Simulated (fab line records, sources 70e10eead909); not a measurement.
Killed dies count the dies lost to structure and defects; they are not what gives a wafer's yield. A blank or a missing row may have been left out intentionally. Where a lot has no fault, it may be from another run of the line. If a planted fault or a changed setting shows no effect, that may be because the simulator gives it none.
Which of the tools did it? || flow nand harc || Sampling: 13 lots, 39 wafers, 5 of 1302 route steps

## WHAT EACH GAUGE READ, for each wafer
NHARC_END_SORT_01.
{"lot": "L231", "measured": "day 29 02:30", "on": "prober-01", "killed at array": "76 79 73", "killed at other": "0 1 3", "killed at periphery": "2 4 4", "killed dies": "78 84 80", "killed open": "5 2 4", "killed short": "5 0 1"}

## WHICH TOOL RAN EACH LOT (tool, then ch and the chambers of the sampled wafers, then the start)
{"lot": "L221", "NHARC_A_CHANNEL_FILL_D2_ALD_16": "ald hk-01 ch 0,2,3, day 14 16:55", "NHARC_A_CHANNEL_FILL_D2_ETCHBACK_20": "rie diel-05 ch 0,1, day 15 05:08", "NHARC_A_CHANNEL_FILL_D2_CMP_10": "cmp-02 ch 1,2,3, day 16 04:29", "NHARC_A_CHANNEL_FILL_D2_RTA_24": "rtp anneal-01 ch 0, day 16 04:55"}
{"lot": "L223", "NHARC_A_CHANNEL_FILL_D2_ALD_16": "ald hk-01 ch 1,2,3, day 14 20:59", "NHARC_A_CHANNEL_FILL_D2_ETCHBACK_20": "rie diel-08 ch 0,1,3, day 15 14:20", "NHARC_A_CHANNEL_FILL_D2_CMP_10": "cmp-04 ch 0,2,3, day 16 13:52", "NHARC_A_CHANNEL_FILL_D2_RTA_24": "rtp anneal-02 ch 0, day 16 14:18"}
{"lot": "L222", "NHARC_A_CHANNEL_FILL_D2_ALD_16": "ald hk-01 ch 0,1, day 15 00:55", "NHARC_A_CHANNEL_FILL_D2_ETCHBACK_20": "rie diel-05 ch 0,1,3, day 15 14:20", "NHARC_A_CHANNEL_FILL_D2_CMP_10": "cmp-03 ch 2,3, day 16 13:52", "NHARC_A_CHANNEL_FILL_D2_RTA_24": "rtp anneal-02 ch 0, day 16 14:40"}
{"lot": "L224", "NHARC_A_CHANNEL_FILL_D2_ALD_16": "ald hk-02 ch 0,3, day 15 05:28", "NHARC_A_CHANNEL_FILL_D2_ETCHBACK_20": "rie diel-05 ch 0,3, day 15 17:17", "NHARC_A_CHANNEL_FILL_D2_CMP_10": "cmp-02 ch 1,2, day 16 13:53", "NHARC_A_CHANNEL_FILL_D2_RTA_24": "rtp anneal-02 ch 0, day 16 14:31"}
{"lot": "L225", "NHARC_A_CHANNEL_FILL_D2_ALD_16": "ald hk-01 ch 0,1,3, day 15 13:59", "NHARC_A_CHANNEL_FILL_D2_ETCHBACK_20": "rie diel-08 ch 0,2,3, day 16 01:56", "NHARC_A_CHANNEL_FILL_D2_CMP_10": "cmp-03 ch 0,1,3, day 17 00:39", "NHARC_A_CHANNEL_FILL_D2_RTA_24": "rtp anneal-01 ch 0, day 17 01:04"}
{"lot": "L226", "NHARC_A_CHANNEL_FILL_D2_ALD_16": "ald hk-03 ch 0,1,3, day 16 00:23", "NHARC_A_CHANNEL_FILL_D2_ETCHBACK_20": "rie diel-04 ch 0,1,3, day 16 11:46", "NHARC_A_CHANNEL_FILL_D2_CMP_10": "cmp-04 ch 0,1,2, day 17 11:02", "NHARC_A_CHANNEL_FILL_D2_RTA_24": "rtp anneal-02 ch 0, day 17 11:26"}
{"lot": "L227", "NHARC_A_CHANNEL_FILL_D2_ALD_16": "ald hk-03 ch 0,1, day 16 11:10", "NHARC_A_CHANNEL_FILL_D2_ETCHBACK_20": "rie diel-08 ch 1,3, day 17 01:05", "NHARC_A_CHANNEL_FILL_D2_CMP_10": "cmp-03 ch 0,1,2, day 18 02:46", "NHARC_A_CHANNEL_FILL_D2_RTA_24": "rtp anneal-01 ch 0, day 18 03:12"}
{"lot": "L228", "NHARC_A_CHANNEL_FILL_D2_ALD_16": "ald hk-03 ch 1,2,3, day 16 18:18", "NHARC_A_CHANNEL_FILL_D2_ETCHBACK_20": "rie diel-08 ch 0,2,3, day 17 06:22", "NHARC_A_CHANNEL_FILL_D2_CMP_10": "cmp-04 ch 0,3, day 18 06:34", "NHARC_A_CHANNEL_FILL_D2_RTA_24": "rtp anneal-01 ch 0, day 18 07:01"}
{"lot": "L232", "NHARC_A_CHANNEL_FILL_D2_ALD_16": "ald hk-02 ch 0,1,2, day 18 08:59", "NHARC_A_CHANNEL_FILL_D2_ETCHBACK_20": "rie diel-08 ch 0,2,3, day 18 21:08", "NHARC_A_CHANNEL_FILL_D2_CMP_10": "cmp-03 ch 1,2,3, day 19 21:05", "NHARC_A_CHANNEL_FILL_D2_RTA_24": "rtp anneal-01 ch 0, day 19 21:32"}
{"lot": "L231", "NHARC_A_CHANNEL_FILL_D2_ALD_16": "ald hk-03 ch 0,1, day 18 09:00", "NHARC_A_CHANNEL_FILL_D2_ETCHBACK_20": "rie diel-05 ch 1,2,3, day 18 21:08", "NHARC_A_CHANNEL_FILL_D2_CMP_10": "cmp-02 ch 0,2,3, day 19 21:08", "NHARC_A_CHANNEL_FILL_D2_RTA_24": "rtp anneal-02 ch 0, day 19 21:31"}
{"lot": "L233", "NHARC_A_CHANNEL_FILL_D2_ALD_16": "ald hk-03 ch 1,3, day 18 22:25", "NHARC_A_CHANNEL_FILL_D2_ETCHBACK_20": "rie diel-04 ch 2,3, day 19 09:56", "NHARC_A_CHANNEL_FILL_D2_CMP_10": "cmp-04 ch 0,1,2, day 20 09:08", "NHARC_A_CHANNEL_FILL_D2_RTA_24": "rtp anneal-01 ch 0, day 20 09:37"}
{"lot": "L234", "NHARC_A_CHANNEL_FILL_D2_ALD_16": "ald hk-02 ch 0,2, day 19 06:52", "NHARC_A_CHANNEL_FILL_D2_ETCHBACK_20": "rie diel-05 ch 0,2, day 19 19:28", "NHARC_A_CHANNEL_FILL_D2_CMP_10": "cmp-02 ch 1,3, day 20 18:51", "NHARC_A_CHANNEL_FILL_D2_RTA_24": "rtp anneal-01 ch 0, day 20 19:17"}
{"lot": "L240", "NHARC_A_CHANNEL_FILL_D2_ALD_16": "ald hk-03 ch 1,2, day 21 23:16", "NHARC_A_CHANNEL_FILL_D2_ETCHBACK_20": "rie diel-08 ch 0,1, day 22 12:45", "NHARC_A_CHANNEL_FILL_D2_CMP_10": "cmp-02 ch 0,1,3, day 23 11:56", "NHARC_A_CHANNEL_FILL_D2_RTA_24": "rtp anneal-02 ch 0, day 23 12:22"}
- NHARC_A_CHANNEL_FILL_D2_ALD_16: deposits SiO2, target thk 1.5 nm, pulse time 10 s, ald cycles 15.
- NHARC_A_CHANNEL_FILL_D2_ETCHBACK_20: etches the open film in C4F8/O2/Ar, target depth 27 nm, time 13.5 s.
- NHARC_A_CHANNEL_FILL_D2_CMP_10: polishes, target thk 150 nm.
- NHARC_A_CHANNEL_FILL_D2_RTA_24: time 5 s.

## AS READ BY THE TOOLS THEMSELVES (means over the sampled wafers that have a number; for cases with no such wafer, the mark the record gives instead)
NHARC_A_CHANNEL_FILL_D2_ALD_16.
{"lot": "L221", "tool": "ald hk-01", "heater power w (W)": 466, "precursor pulse height rel": 0.999}
{"lot": "L223", "tool": "ald hk-01", "heater power w (W)": 438, "precursor pulse height rel": 1.007}
{"lot": "L222", "tool": "ald hk-01", "heater power w (W)": 505, "precursor pulse height rel": 1.014}
{"lot": "L224", "tool": "ald hk-02", "heater power w (W)": 422, "precursor pulse height rel": 1.011}
{"lot": "L225", "tool": "ald hk-01", "heater power w (W)": 483, "precursor pulse height rel": 0.972}
{"lot": "L226", "tool": "ald hk-03", "heater power w (W)": 471, "precursor pulse height rel": 0.997}
{"lot": "L227", "tool": "ald hk-03", "heater power w (W)": 451, "precursor pulse height rel": 1.025}
{"lot": "L228", "tool": "ald hk-03", "heater power w (W)": 497, "precursor pulse height rel": 1.008}
{"lot": "L232", "tool": "ald hk-02", "heater power w (W)": 473, "precursor pulse height rel": 0.998}
{"lot": "L231", "tool": "ald hk-03", "heater power w (W)": 457, "precursor pulse height rel": 0.980}
{"lot": "L233", "tool": "ald hk-03", "heater power w (W)": 476, "precursor pulse height rel": 1.020}
{"lot": "L234", "tool": "ald hk-02", "heater power w (W)": 461, "precursor pulse height rel": 1.010}
{"lot": "L240", "tool": "ald hk-03", "heater power w (W)": 510, "precursor pulse height rel": 1.003}

NHARC_A_CHANNEL_FILL_D2_ETCHBACK_20.
{"lot": "L221", "tool": "rie diel-05", "oes product au (a.u.)": 0.942, "rf fwd power W (W)": 587.5, "rf vpp V (V)": 979}
{"lot": "L223", "tool": "rie diel-08", "oes product au (a.u.)": 0.966, "rf fwd power W (W)": 587.3, "rf vpp V (V)": 973}
{"lot": "L222", "tool": "rie diel-05", "oes product au (a.u.)": 0.991, "rf fwd power W (W)": 586.5, "rf vpp V (V)": 979}
{"lot": "L224", "tool": "rie diel-05", "oes product au (a.u.)": 1.005, "rf fwd power W (W)": 587.7, "rf vpp V (V)": 974}
{"lot": "L225", "tool": "rie diel-08", "oes product au (a.u.)": 1.008, "rf fwd power W (W)": 586.3, "rf vpp V (V)": 975}
{"lot": "L226", "tool": "rie diel-04", "oes product au (a.u.)": 0.990, "rf fwd power W (W)": 587.2, "rf vpp V (V)": 979}
{"lot": "L227", "tool": "rie diel-08", "oes product au (a.u.)": 0.999, "rf fwd power W (W)": 587.2, "rf vpp V (V)": 971}
{"lot": "L228", "tool": "rie diel-08", "oes product au (a.u.)": 0.997, "rf fwd power W (W)": 586.7, "rf vpp V (V)": 976}
{"lot": "L232", "tool": "rie diel-08", "oes product au (a.u.)": 0.982, "rf fwd power W (W)": 586.0, "rf vpp V (V)": 976}
{"lot": "L231", "tool": "rie diel-05", "oes product au (a.u.)": 0.991, "rf fwd power W (W)": 587.1, "rf vpp V (V)": 983}
{"lot": "L233", "tool": "rie diel-04", "oes product au (a.u.)": 0.994, "rf fwd power W (W)": 588.8, "rf vpp V (V)": 979}
{"lot": "L234", "tool": "rie diel-05", "oes product au (a.u.)": 0.997, "rf fwd power W (W)": 590.1, "rf vpp V (V)": 975}
{"lot": "L240", "tool": "rie diel-08", "oes product au (a.u.)": 0.999, "rf fwd power W (W)": 588.0, "rf vpp V (V)": 974}

NHARC_A_CHANNEL_FILL_D2_CMP_10.
{"lot": "L221", "tool": "cmp-02", "motor current A (A)": 11.7, "time to endpoint s (s)": 13.7}
{"lot": "L223", "tool": "cmp-04", "motor current A (A)": 12.2, "time to endpoint s (s)": 17.0}
{"lot": "L222", "tool": "cmp-03", "motor current A (A)": 13.7, "time to endpoint s (s)": 14.6}
{"lot": "L224", "tool": "cmp-02", "motor current A (A)": 13.3, "time to endpoint s (s)": 12.6}
{"lot": "L225", "tool": "cmp-03", "motor current A (A)": 13.1, "time to endpoint s (s)": 12.1}
{"lot": "L226", "tool": "cmp-04", "motor current A (A)": 12.4, "time to endpoint s (s)": 14.9}
{"lot": "L227", "tool": "cmp-03", "motor current A (A)": 12.7, "time to endpoint s (s)": 13.6}
{"lot": "L228", "tool": "cmp-04", "motor current A (A)": 12.8, "time to endpoint s (s)": 17.3}
{"lot": "L232", "tool": "cmp-03", "motor current A (A)": 12.5, "time to endpoint s (s)": 13.7}
{"lot": "L231", "tool": "cmp-02", "motor current A (A)": 12.0, "time to endpoint s (s)": 14.4}
{"lot": "L233", "tool": "cmp-04", "motor current A (A)": 11.8, "time to endpoint s (s)": 16.1}
{"lot": "L234", "tool": "cmp-02", "motor current A (A)": 10.8, "time to endpoint s (s)": 15.1}
{"lot": "L240", "tool": "cmp-02", "motor current A (A)": 11.5, "time to endpoint s (s)": 14.7}

NHARC_A_CHANNEL_FILL_D2_RTA_24.
{"lot": "L221", "tool": "rtp anneal-01", "lamp power pct (%)": 28.6, "wafer_temp_C_max": 1003.9}
{"lot": "L223", "tool": "rtp anneal-02", "lamp power pct (%)": 31.1, "wafer_temp_C_max": 1002.4}
{"lot": "L222", "tool": "rtp anneal-02", "lamp power pct (%)": 31.1, "wafer_temp_C_max": 1002.8}
{"lot": "L224", "tool": "rtp anneal-02", "lamp power pct (%)": 31.1, "wafer_temp_C_max": 1002.3}
{"lot": "L225", "tool": "rtp anneal-01", "lamp power pct (%)": 28.6, "wafer_temp_C_max": 1004.4}
{"lot": "L226", "tool": "rtp anneal-02", "lamp power pct (%)": 31.2, "wafer_temp_C_max": 1002.4}
{"lot": "L227", "tool": "rtp anneal-01", "lamp power pct (%)": 28.6, "wafer_temp_C_max": 1004.2}
{"lot": "L228", "tool": "rtp anneal-01", "lamp power pct (%)": 28.6, "wafer_temp_C_max": 1004.6}
{"lot": "L232", "tool": "rtp anneal-01", "lamp power pct (%)": 28.6, "wafer_temp_C_max": 1004.2}
{"lot": "L231", "tool": "rtp anneal-02", "lamp power pct (%)": 31.2, "wafer_temp_C_max": 1002.4}
{"lot": "L233", "tool": "rtp anneal-01", "lamp power pct (%)": 28.6, "wafer_temp_C_max": 1004.6}
{"lot": "L234", "tool": "rtp anneal-01", "lamp power pct (%)": 28.6, "wafer_temp_C_max": 1003.5}
{"lot": "L240", "tool": "rtp anneal-02", "lamp power pct (%)": 31.1, "wafer_temp_C_max": 1002.7}

## THE ANSWER, worked out from the rows above alone
Rule: the usual values come from the lots themselves. Put in order of their means at a reading, lots are off if they are a third of the lots or fewer, leave a main group of 4 or more, and stand apart from it by a gap of 3 or more times the standard deviation of the main group's means; of several such gaps the widest counts. If all means in a main group match to the digits the tables above print for the reading, that group is not used. Also off: a lot with no number at a reading for which 4 or more lots have one. Any other lot the step has rows for is counted as sound. Order of review: gauges by route order, followed by the tools' own readings, for which a lot's mean as printed above is used. The first step at which some lot is off is used, and at that step the reading that is off furthest; a lot without a number counts as furthest.
None of the lots is off at any reading shown; this tells nothing.

## WHAT HAD BEEN PUT IN BY THE SIMULATOR
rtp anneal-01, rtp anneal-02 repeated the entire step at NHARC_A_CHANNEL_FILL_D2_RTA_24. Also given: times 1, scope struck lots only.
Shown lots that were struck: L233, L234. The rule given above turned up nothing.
